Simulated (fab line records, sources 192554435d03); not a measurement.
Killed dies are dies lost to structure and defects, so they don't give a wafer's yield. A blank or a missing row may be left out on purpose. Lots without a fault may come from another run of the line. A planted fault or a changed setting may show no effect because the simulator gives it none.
fab line records | flow n5_finfet
record lots=7 wafers=19 last_day=17
route steps=1938 shown BEOL_M15@1802 PASSIVATION@1936
lots that met no fault: from a run of the same line without faults
start_h: hours from the record's first day to the start of the lot's first wafer shown | wait_h: hours since the lot's step before | " the same as in the row above | L1.1+2: a row that stands for several wafers | - no value, or no start given | * or withheld: withheld | < > ~ a bound
route shown NAME@n: a module of which the file shows steps, and the number in the route of the first | usual: mean/standard deviation of fault-free wafers | same: alike in all rows | chamber/n: place in a boat | sites: the reading at each site | _std_site: their standard deviation | _edge_site: outer sites' mean less inner sites' | radius_mm: how far each site lies from the wafer's centre | mask NAME#n: copy n | behind: the tool/chamber that last shaped the wafer | hold: why the lot was held/for how many hours/how that ended | device: the transistor (n, p or np) that didn't switch | end of line: the same wafers' tests at the end of the route | a step without rows: its recipe alone | killed: dies lost to structure and defects at the first sort, not the wafer's yield | map: a wafer's dies, x killed, . not, _ none there
set.NAME: the setting as run; set.NAME@STEP: as run at that earlier step | model.NAME: the simulator's own value behind a step, which no gauge read
lots at some steps of the route; a table a step, a row a wafer
services: from which hour (start_h, from the record's first day; less than 0 if before it) a tool's chamber was out of use, for how many hours, and why
## steps
# step N5_BEOL_M15_DEVELOP_27
# recipe develop_time_s=45 rinse_liquid=diw dry=air_spin dev_temp_c=21
# step N5_BEOL_M15_HARDBAKE_32
# recipe temp_c=130 time_s=120
# step N5_BEOL_M15_CD_MEAS_28
# recipe target_cd_nm=407.6 landing_energy_ev=500 detector=se_inlens
# usual cd_nm=408.2/1.5
# columns lot.wafer tool chamber start_h wait_h cd_nm
L839.1 cd_sem-01 0 281.98 - 408.2
L839.4 " 0 " " 408.5
L839.6 " 0 " " 405.7
L838.1 cd_sem-02 0 298.07 - 409.2
L838.4 " 0 " " 407.8
L838.5 " 0 " " 407.5
L842.4 cd_sem-02 0 308.34 - 407.2
L842.5 " 0 " " 409.0
L842.6 " 0 " " 408.5
L843.3 cd_sem-01 0 315.21 - 408.0
L843.5 " 0 " " 408.3
L845.4 cd_sem-01 0 327.37 - 410.9
L845.6 " 0 " " 410.1
L852.1 cd_sem-02 0 366.81 - 407.6
L852.3 " 0 " " 404.4
L852.4 " 0 " " 405.9
L853.1 cd_sem-03 0 386.68 - 411.2
L853.3 " 0 " " 408.8
L853.6 " 0 " " 411.7
# step N5_BEOL_M15_OVL_MEAS_29
# recipe points_per_wafer=44
# usual M15_OVL=-1/5.1
# columns lot.wafer tool chamber start_h wait_h M15_OVL[nm]
L839.1 overlay-01 0 282.01 0.0 -8
L839.4 " 0 " " -13
L839.6 " 0 " " -3
L838.1 overlay-01 0 298.10 0.0 -4
L838.4 " 0 " " 0
L838.5 " 0 " " 5
L842.4 overlay-01 0 308.36 0.0 5
L842.5 " 0 " " 2
L842.6 " 0 " " -2
L843.3 overlay-02 0 315.24 0.0 -4
L843.5 " 0 " " 2
L845.4 overlay-02 0 327.40 0.0 0
L845.6 " 0 " " -2
L852.1 overlay-01 0 366.84 0.0 -1
L852.3 " 0 " " 8
L852.4 " 0 " " -2
L853.1 overlay-01 0 386.71 0.0 -1
L853.3 " 0 " " 0
L853.6 " 0 " " -5
# step N5_BEOL_M15_INSPECT_30
# recipe mode=adi inspect_instrument=macro
# usual raw_defect_count=2.2/1.6
# columns lot.wafer tool chamber start_h wait_h raw_defect_count
L839.1 defect_inspect-01 - 282.04 0.0 2
L839.4 " - " " 3
L839.6 " - " " 4
L838.1 defect_inspect-02 - 298.13 0.0 0
L838.4 " - " " 3
L838.5 " - " " 2
L842.4 defect_inspect-01 - 308.39 0.0 2
L842.5 " - " " 3
L842.6 " - " " 2
L843.3 defect_inspect-01 - 315.26 0.0 4
L843.5 " - " " 2
L845.4 defect_inspect-02 - 327.42 0.0 1
L845.6 " - " " 2
L852.1 defect_inspect-02 - 366.87 0.0 1
L852.3 " - " " 2
L852.4 " - " " 3
L853.1 defect_inspect-01 - 386.73 0.0 7
L853.3 " - " " 4
L853.6 " - " " 1
# step N5_BEOL_M15_DESCUM_33
# recipe chemistry=O2 time_s=7.9 source_power_w=50 bias_power_w=20 pressure_mtorr=20 rf_frequency_hz=2.712e+07 temp_c=40 o2_flow_sccm=225
# step N5_BEOL_M15_ETCH_61
# recipe chemistry=N2/H2 target=BARC target_depth_a=890 overetch_a=267 time_s=67.9 ion_energy_ev=200 pressure_mtorr=30 source_w=840 bias_w=150 n2_flow_sccm=200 h2_flow_sccm=200
# usual drypump_motor_current_A=5.6/0.34 oes_product_au=0.67/0.078 rf_vpp_V=524.0/2.6 showerhead_plenum_p_Torr=2.55/0.086 throttle_valve_pct=18.03/0.24
# columns lot.wafer tool chamber start_h wait_h drypump_motor_current_A oes_product_au rf_hours_counter_h rf_vpp_V showerhead_plenum_p_Torr throttle_valve_pct
L839.1 rie_diel-03 0 282.11 0.0 5.4 0.62 202 523.2 2.53 18.17
L839.4 " 2 " " 5.3 0.63 171 522.6 2.52 18.09
L839.6 " 3 " " 5.5 0.62 - 523.6 2.50 18.31
L838.1 rie_diel-03 2 298.43 0.0 5.3 0.62 176 522.0 2.52 18.11
L838.4 " 3 " " 5.5 0.62 228 522.4 2.50 18.33
L838.5 " 2 " " 5.4 0.62 - 522.7 2.51 18.12
L842.4 rie_diel-02 0 308.46 0.0 5.8 0.71 85 522.6 2.48 17.58
L842.5 " 0 " " 5.8 0.70 - 522.0 2.48 17.58
L842.6 " 1 " " 5.6 0.60 - 527.4 2.63 18.24
L843.3 rie_diel-02 2 315.33 0.0 5.7 0.59 231 524.6 2.51 18.26
L843.5 " 2 " " 5.7 0.59 - 523.8 2.51 18.26
L845.4 rie_diel-01 2 327.64 0.0 5.5 0.60 - 526.7 2.63 18.31
L845.6 " 0 " " 5.7 0.59 - 522.3 2.52 18.27
L852.1 rie_diel-02 0 367.14 0.0 5.8 0.68 105 520.3 2.47 17.62
L852.3 " 1 " " 5.6 0.60 240 524.9 2.62 18.28
L852.4 " 3 " " 5.0 0.73 72 527.3 2.68 17.95
L853.1 rie_diel-03 3 386.88 0.0 5.5 0.60 250 522.5 2.49 18.34
L853.3 " 0 " " 5.4 0.61 230 523.1 2.52 18.24
L853.6 " 3 " " 5.5 0.60 - 522.8 2.49 18.37
# step N5_BEOL_M15_TRENCH_ETCH_34
# recipe chemistry=C4F8/O2/Ar target=SiO2 target_depth_a=8729.3 he_inner_torr=15 he_outer_torr=30 time_s=199 ion_energy_ev=800 pressure_mtorr=20 source_w=1905 bias_w=2040 Ar_flow_sccm=400 C4F8_flow_sccm=16 O2_flow_sccm=12
# usual drypump_motor_current_A=5.6/0.33 oes_product_au=0.79/0.098 rf_vpp_V=2230/34 showerhead_plenum_p_Torr=3.46/0.12 throttle_valve_pct=31.08/0.3
# columns lot.wafer tool chamber start_h wait_h drypump_motor_current_A oes_product_au rf_hours_counter_h rf_vpp_V showerhead_plenum_p_Torr throttle_valve_pct
L839.1 rie_diel-03 0 282.16 0.0 5.4 0.73 202 2246 3.43 31.11
L839.4 " 2 " " 5.3 0.74 171 2210 3.41 31.16
L839.6 " 3 " " 5.5 0.72 - 2189 3.40 31.35
L838.1 rie_diel-03 2 298.48 0.0 5.4 0.73 176 2210 3.41 31.18
L838.4 " 3 " " 5.5 0.72 228 2190 3.40 31.35
L838.5 " 2 " " 5.3 0.73 - 2210 3.41 31.18
L842.4 rie_diel-02 0 308.51 0.0 5.8 0.82 85 2232 3.35 30.46
L842.5 " 0 " " 5.8 0.83 - 2232 3.35 30.46
L842.6 " 1 " " 5.6 0.71 - 2242 3.53 31.23
L843.3 rie_diel-02 2 315.38 0.0 5.7 0.69 231 2166 3.40 31.38
L843.5 " 2 " " 5.7 0.69 - 2165 3.40 31.37
L845.4 rie_diel-01 2 327.74 0.1 5.5 0.71 - 2217 3.50 31.03
L845.6 " 0 " " 5.7 0.69 - 2215 3.41 31.30
L852.1 rie_diel-02 0 367.19 0.0 5.8 0.79 105 2230 3.34 30.47
L852.3 " 1 " " 5.6 0.68 240 2240 3.52 31.23
L852.4 " 3 " " 5.0 0.87 72 2272 3.65 31.26
L853.1 rie_diel-03 3 386.93 0.0 5.5 0.69 250 2188 3.39 31.38
L853.3 " 0 " " 5.4 0.70 230 2246 3.41 31.14
L853.6 " 3 " " 5.5 0.70 - 2187 3.39 31.38
# step N5_BEOL_M15_STRIP_36
# recipe chemistry=O2 power_w=600 temp_c=60 pressure_mtorr=30 rf_frequency_hz=6e+07 bias_power_w=0 overash_fraction=0.3 o2_flow_sccm=225
# usual drypump_motor_current_A=5.6/0.32 oes_product_au=0.77/0.088 rf_vpp_V=3.6/1 showerhead_plenum_p_Torr=2.11/0.07 throttle_valve_pct=16.89/0.23
# columns lot.wafer tool chamber start_h wait_h drypump_motor_current_A oes_product_au rf_hours_counter_h rf_vpp_V showerhead_plenum_p_Torr throttle_valve_pct
L839.1 rie_diel-03 3 285.02 2.7 5.5 0.72 224 2.0 2.09 17.20
L839.4 " 2 " " 5.3 0.72 172 4.3 2.09 17.03
L839.6 " 2 " " 5.3 0.71 - 1.5 2.09 17.04
L838.1 rie_diel-02 3 298.79 0.1 5.0 0.88 49 2.4 2.24 16.85
L838.4 " 0 " " 5.8 0.82 82 4.7 2.05 16.42
L838.5 " 0 " " 5.8 0.82 - 4.9 2.05 16.39
L842.4 rie_diel-03 0 309.49 0.8 5.4 0.72 211 4.0 2.09 16.90
L842.5 " 3 " " 5.5 0.72 - 3.6 2.09 17.19
L842.6 " 0 " " 5.4 0.72 - 3.2 2.09 16.91
L843.3 rie_diel-03 3 316.10 0.5 5.5 0.72 233 2.2 2.09 17.21
L843.5 " 3 " " 5.5 0.73 - 1.8 2.09 17.20
L845.4 rie_diel-03 0 329.56 1.7 5.4 0.72 217 3.4 2.09 16.88
L845.6 " 1 " " 5.9 0.87 - 2.3 2.22 16.71
L852.1 rie_diel-02 0 368.95 1.6 5.8 0.79 106 2.1 2.04 16.43
L852.3 " 1 " " 5.6 0.69 240 3.7 2.16 17.04
L852.4 " 1 " " 5.6 0.69 - 3.2 2.16 17.02
L853.1 rie_diel-01 3 389.88 2.8 6.4 0.69 225 2.1 1.97 16.79
L853.3 " 2 " " 5.5 0.67 240 4.4 2.14 17.16
L853.6 " 0 " " 5.7 0.67 - 4.3 2.08 17.13
# step N5_BEOL_M15_STRIP_62
# recipe chemistry=O2 power_w=600 temp_c=60 pressure_mtorr=30 rf_frequency_hz=6e+07 bias_power_w=0 overash_fraction=0.3 o2_flow_sccm=225
# usual drypump_motor_current_A=5.6/0.32 oes_product_au=0.77/0.086 rf_vpp_V=3.6/0.48 showerhead_plenum_p_Torr=2.11/0.07 throttle_valve_pct=16.89/0.23
# columns lot.wafer tool chamber start_h wait_h drypump_motor_current_A oes_product_au rf_hours_counter_h rf_vpp_V showerhead_plenum_p_Torr throttle_valve_pct
L839.1 rie_diel-03 3 - - 5.5 0.72 224 4.1 2.09 17.20
L839.4 " 2 " " 5.3 0.73 172 3.7 2.09 17.04
L839.6 " 2 " " 5.3 0.73 - 4.1 2.09 17.06
L838.1 rie_diel-02 3 - - 5.0 0.90 49 3.0 2.24 16.85
L838.4 " 0 " " 5.7 0.82 82 3.8 2.05 16.39
L838.5 " 0 " " 5.8 0.82 - 4.0 2.05 16.41
L842.4 rie_diel-03 0 - - 5.4 0.73 211 4.3 2.09 16.90
L842.5 " 3 " " 5.5 0.72 - 3.6 2.09 17.20
L842.6 " 0 " " 5.5 0.72 - 3.8 2.09 16.90
L843.3 rie_diel-03 3 - - 5.5 0.70 233 2.3 2.09 17.21
L843.5 " 3 " " 5.5 0.71 - 4.0 2.09 17.23
L845.4 rie_diel-03 0 - - 5.4 0.72 217 4.0 2.09 16.90
L845.6 " 1 " " 5.9 0.87 - 4.1 2.22 16.71
L852.1 rie_diel-02 0 - - 5.8 0.80 106 4.1 2.04 16.43
L852.3 " 1 " " 5.6 0.70 240 2.7 2.16 17.01
L852.4 " 1 " " 5.6 0.69 - 3.3 2.16 17.00
L853.1 rie_diel-01 3 - - 6.4 0.70 225 3.9 1.97 16.79
L853.3 " 2 " " 5.5 0.68 240 3.4 2.14 17.16
L853.6 " 0 " " 5.8 0.67 - 3.2 2.08 17.11
# step N5_BEOL_M15_STRIP_37
# recipe chemistry=O2 power_w=600 temp_c=60 pressure_mtorr=30 rf_frequency_hz=6e+07 bias_power_w=0 overash_fraction=0.3 o2_flow_sccm=225
# usual drypump_motor_current_A=5.6/0.32 oes_product_au=0.77/0.086 rf_vpp_V=3.6/0.68 showerhead_plenum_p_Torr=2.11/0.07 throttle_valve_pct=16.89/0.23
# columns lot.wafer tool chamber start_h wait_h drypump_motor_current_A oes_product_au rf_hours_counter_h rf_vpp_V showerhead_plenum_p_Torr throttle_valve_pct
L839.1 rie_diel-03 3 - - 5.5 0.72 224 3.5 2.09 17.19
L839.4 " 2 " " 5.3 0.74 172 3.1 2.09 17.03
L839.6 " 2 " " 5.3 0.73 - 3.9 2.09 17.06
L838.1 rie_diel-02 3 - - 5.0 0.90 49 4.1 2.24 16.85
L838.4 " 0 " " 5.8 0.82 82 2.7 2.05 16.40
L838.5 " 0 " " 5.8 0.82 - 4.4 2.05 16.42
L842.4 rie_diel-03 0 - - 5.4 0.73 211 6.2 2.09 16.89
L842.5 " 3 " " 5.5 0.72 - 3.6 2.09 17.20
L842.6 " 0 " " 5.4 0.73 - 4.7 2.09 16.88
L843.3 rie_diel-03 3 - - 5.5 0.72 233 3.6 2.09 17.22
L843.5 " 3 " " 5.5 0.72 - 2.4 2.09 17.21
L845.4 rie_diel-03 0 - - 5.4 0.72 217 4.9 2.09 16.88
L845.6 " 1 " " 6.0 0.87 - 3.6 2.22 16.74
L852.1 rie_diel-02 0 - - 5.8 0.79 106 3.8 2.04 16.45
L852.3 " 1 " " 5.6 0.69 240 3.0 2.16 17.02
L852.4 " 1 " " 5.6 0.69 - 3.7 2.16 16.98
L853.1 rie_diel-01 3 - - 6.4 0.70 225 3.7 1.97 16.79
L853.3 " 2 " " 5.5 0.68 240 4.5 2.14 17.14
L853.6 " 0 " " 5.7 0.67 - 3.1 2.08 17.11
# step N5_BEOL_M15_ETCH_38
# recipe chemistry=CF4/N2 target=SiCN target_depth_a=1064 taper_deg=2 time_s=120.5 ion_energy_ev=150 mask_material=SiO2 pressure_mtorr=40 source_w=430 bias_w=70 Ar_flow_sccm=100 cf4_flow_sccm=60 n2_flow_sccm=60
# usual drypump_motor_current_A=5.6/0.32 oes_product_au=0.77/0.088 rf_vpp_V=382.5/1.9 showerhead_plenum_p_Torr=2.22/0.069 throttle_valve_pct=15.64/0.22
# columns lot.wafer tool chamber start_h wait_h drypump_motor_current_A oes_product_au rf_hours_counter_h rf_vpp_V showerhead_plenum_p_Torr throttle_valve_pct model.etch.depth_nm
L839.1 rie_diel-03 3 285.14 - 5.5 0.71 224 381.8 2.18 15.87 94.66
L839.4 " 2 " " 5.3 0.74 172 381.8 2.19 15.77 97.17
L839.6 " 2 " " 5.3 0.74 - 380.5 2.19 15.79 97.66
L838.1 rie_diel-02 3 298.91 - 5.0 0.89 49 386.2 2.34 15.56 98.53
L838.4 " 0 " " 5.8 0.82 82 380.1 2.15 15.16 97.22
L838.5 " 0 " " 5.8 0.82 - 380.8 2.15 15.15 96.6
L842.4 rie_diel-03 0 309.61 - 5.4 0.72 211 381.4 2.19 15.63 96.14
L842.5 " 3 " " 5.5 0.85 - 382.6 2.18 15.89 125.8
L842.6 " 0 " " 5.4 0.87 - 382.9 2.19 15.64 128.9
L843.3 rie_diel-03 3 316.22 - 5.5 0.71 233 382.1 2.18 15.88 95.18
L843.5 " 3 " " 5.5 0.86 - 381.1 2.18 15.89 125.9
L845.4 rie_diel-03 0 329.68 - 5.4 0.72 217 381.1 2.19 15.64 96.4
L845.6 " 1 " " 5.9 1.07 - 385.1 2.33 15.48 134.4
L852.1 rie_diel-02 0 369.07 - 5.8 0.79 106 380.2 2.14 15.20 95.16
L852.3 " 1 " " 5.6 0.67 241 384.2 2.27 15.77 91.99
L852.4 " 1 " " 5.6 0.67 - 382.8 2.27 15.78 92.12
L853.1 rie_diel-01 3 390.00 - 6.4 0.70 225 380.0 2.09 15.64 98.15
L853.3 " 2 " " 5.5 0.69 240 383.7 2.26 15.99 97.52
L853.6 " 0 " " 5.7 0.68 - 382.2 2.18 15.87 96.13
# step N5_BEOL_M15_PRECLEAN_39
# recipe chemistry=residue_remover time_s=60 temp_c=40
# step N5_PASSIVATION_PROBE_49
# usual defect_limited_yield=91.1/1.4 killed_at_M0_to_M3=36/11 killed_at_M4_up=14/5.2 killed_at_contacts=12/6.1 killed_at_front_end=40/12 killed_at_other=3.2/2.5 killed_dies=105/16 killed_open=68/12 killed_short=35/8.7 sort_bin_5_function=5.2/0.89 sort_bin_6_memory=3.3/0.66 sort_bin_8_speed=0.01/0.085 sort_n_pass=1074/16 sort_yield_pct=91.1/1.4
# same gross_dies=1180 killed_at_back_side=0 sort_bin_4_leakage[%]=0
# columns lot.wafer tool chamber start_h wait_h defect_limited_yield[%] killed_at_M0_to_M3 killed_at_M4_up killed_at_contacts killed_at_front_end killed_at_other killed_dies killed_open killed_short sort_bin_5_function[%] sort_bin_6_memory[%] sort_bin_8_speed[%] sort_n_pass sort_yield_pct[%]
L843.3 prober-01 - 332.96 0.1 91.1 36 18 12 36 3 105 63 41 5.0 3.7 0 1075 91.1
L843.5 prober-01 - 333.06 0.2 91.3 49 13 8 27 6 103 64 38 5.7 2.8 0 1077 91.3
L845.4 prober-02 - 349.31 0.2 91.3 40 13 6 44 0 103 68 25 4.9 2.8 0 1077 91.3
L845.6 prober-02 - 349.41 0.3 91.3 45 17 9 25 7 103 69 31 5.2 3.2 0 1077 91.3
L852.1 prober-01 - 384.40 0.0 90.1 41 9 9 55 3 117 79 37 5.8 3.8 0 1063 90.1
L852.3 prober-01 - 384.50 0.1 91.5 28 9 16 44 3 100 73 27 5.2 3.1 0 1080 91.5
L852.4 prober-01 - 384.55 0.2 90.9 42 8 13 41 3 107 65 39 5.3 3.0 0 1073 90.9
L853.1 prober-01 - 409.35 0.0 90.1 31 20 13 49 4 117 75 39 5.1 4.4 0 1063 90.1
L853.3 prober-01 - 409.45 0.1 89.5 36 17 3 59 9 124 77 46 6.3 3.6 0 1056 89.5
L853.6 prober-01 - 409.60 0.3 90.3 41 9 10 41 13 114 72 40 5.4 3.9 0 1066 90.3
# killed by level:class
L843.3 FIN_SAQP:geometric_particle:short=12 MOL_CONTACT_COAG:geometric_particle:open=10 BEOL_M0_SAQP:geometric_particle:short=8 BEOL_M2:geometric_particle:open=8 BEOL_M4:geometric_particle:open=7 BEOL_M0_SAQP:geometric_particle:open=6 BEOL_M3:geometric_particle:open=6 FIN_SAQP:geometric_particle:open=4
L843.5 BEOL_M0_SAQP:geometric_particle:open=15 BEOL_M0_SAQP:geometric_particle:short=14 FIN_SAQP:geometric_particle:open=9 MOL_CONTACT_COAG:geometric_particle:open=8 BEOL_M2:geometric_particle:open=6 BEOL_M1:geometric_particle:open=5 BEOL_M3:geometric_particle:open=4 BEOL_M4:geometric_particle:open=4
L845.4 BEOL_M2:geometric_particle:open=13 FIN_SAQP:geometric_particle:short=9 STI_FIN_REVEAL:geometric_particle:open=9 BEOL_M0_SAQP:geometric_particle:open=8 BEOL_M4:geometric_particle:open=7 HKMG_FIN:area_etch=7 FIN_SAQP:geometric_particle:open=6 DUMMY_GATE:geometric_particle:open=6
L845.6 BEOL_M4:geometric_particle:open=15 BEOL_M0_SAQP:geometric_particle:short=14 BEOL_M0_SAQP:geometric_particle:open=11 BEOL_M2:geometric_particle:open=6 FIN_SAQP:geometric_particle:open=5 DUMMY_GATE:geometric_particle:open=5 BEOL_M1:geometric_particle:open=5 MOL_CONTACT_COAG:geometric_particle:open=4
L852.1 FIN_SAQP:geometric_particle:open=13 FIN_SAQP:geometric_particle:short=13 BEOL_M1:geometric_particle:open=11 MOL_CONTACT_COAG:geometric_particle:open=8 BEOL_M3:geometric_particle:open=8 BEOL_M0_SAQP:geometric_particle:short=7 STI_FIN_REVEAL:geometric_particle:open=6 BEOL_M2:geometric_particle:open=6
L852.3 FIN_SAQP:geometric_particle:open=15 FIN_SAQP:geometric_particle:short=14 MOL_CONTACT_COAG:geometric_particle:open=14 BEOL_M2:geometric_particle:open=10 BEOL_M1:geometric_particle:open=9 STI_FIN_REVEAL:geometric_particle:open=7 ILD0:geometric_particle:short=5 BEOL_M3:geometric_particle:open=4
L852.4 BEOL_M0_SAQP:geometric_particle:open=13 FIN_SAQP:geometric_particle:short=11 BEOL_M0_SAQP:geometric_particle:short=11 BEOL_M2:geometric_particle:open=10 FIN_SAQP:geometric_particle:open=8 MOL_CONTACT_COAG:geometric_particle:open=8 STI_FIN_REVEAL:geometric_particle:open=6 BEOL_M1:geometric_particle:open=4
L853.1 FIN_SAQP:geometric_particle:open=14 MOL_CONTACT_COAG:geometric_particle:open=9 BEOL_M4:geometric_particle:open=9 BEOL_M0_SAQP:geometric_particle:short=8 STI_FIN_REVEAL:geometric_particle:open=7 FIN_SAQP:geometric_particle:short=6 BEOL_M0_SAQP:geometric_particle:open=5 BEOL_M2:geometric_particle:open=5
L853.3 BEOL_M2:geometric_particle:open=12 SPACER0:geometric_particle:open=10 BEOL_M0_SAQP:geometric_particle:short=10 SPACER0:geometric_particle:short=8 GATE_CUT:geometric_particle:short=8 STI_FIN_REVEAL:geometric_particle:open=7 GATE_CUT:geometric_particle:open=6 FIN_SAQP:geometric_particle:open=5
L853.6 STI_FIN_REVEAL:geometric_particle:open=13 BEOL_M3:geometric_particle:open=12 BEOL_M0_SAQP:geometric_particle:open=11 FIN_SAQP:geometric_particle:short=7 FIN_SAQP:geometric_particle:open=5 MOL_CONTACT_COAG:geometric_particle:short=5 MOL_CONTACT_COAG:geometric_particle:open=5 BEOL_M2:geometric_particle:open=5
## services
# columns tool chamber start_h hours kind
rie_diel-03 0 260.05 1.3 repair
rie_diel-03 - 329.81 14.6 pm
rie_diel-01 - 333.19 2.8 pm
rie_diel-02 2 368.90 - clean
rie_diel-02 2 368.90 - consumable_replace:focus_ring
rie_diel-02 2 368.90 14.5 scheduled_down
rie_diel-02 2 368.90 14.5 vent_cycle
rie_diel-01 1 381.97 - clean
rie_diel-01 1 381.97 - consumable_replace:focus_ring
rie_diel-01 1 381.97 14.6 scheduled_down
rie_diel-01 1 381.97 14.6 vent_cycle
rie_diel-03 3 389.85 - clean
rie_diel-03 3 389.85 - consumable_replace:focus_ring
rie_diel-03 3 389.85 28.8 scheduled_down
rie_diel-03 3 389.85 28.8 vent_cycle
## key
first_sign none at tools or gauges
model_effect step=N5_BEOL_M15_ETCH_38 value=etch.depth_nm without=97.05 struck=128.8
met_at N5_BEOL_M15_ETCH_38
struck_wafers L842.5,L842.6,L843.5,L845.6
onset_between 285.14 309.61
fault kind=process_parameter_drift tool=rie_diel-03 chamber=- onset_h=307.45 steps=N5_BEOL_M15_ETCH_38 channel=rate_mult offset=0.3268 shape=step end_h=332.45 scope=struck_wafers_only
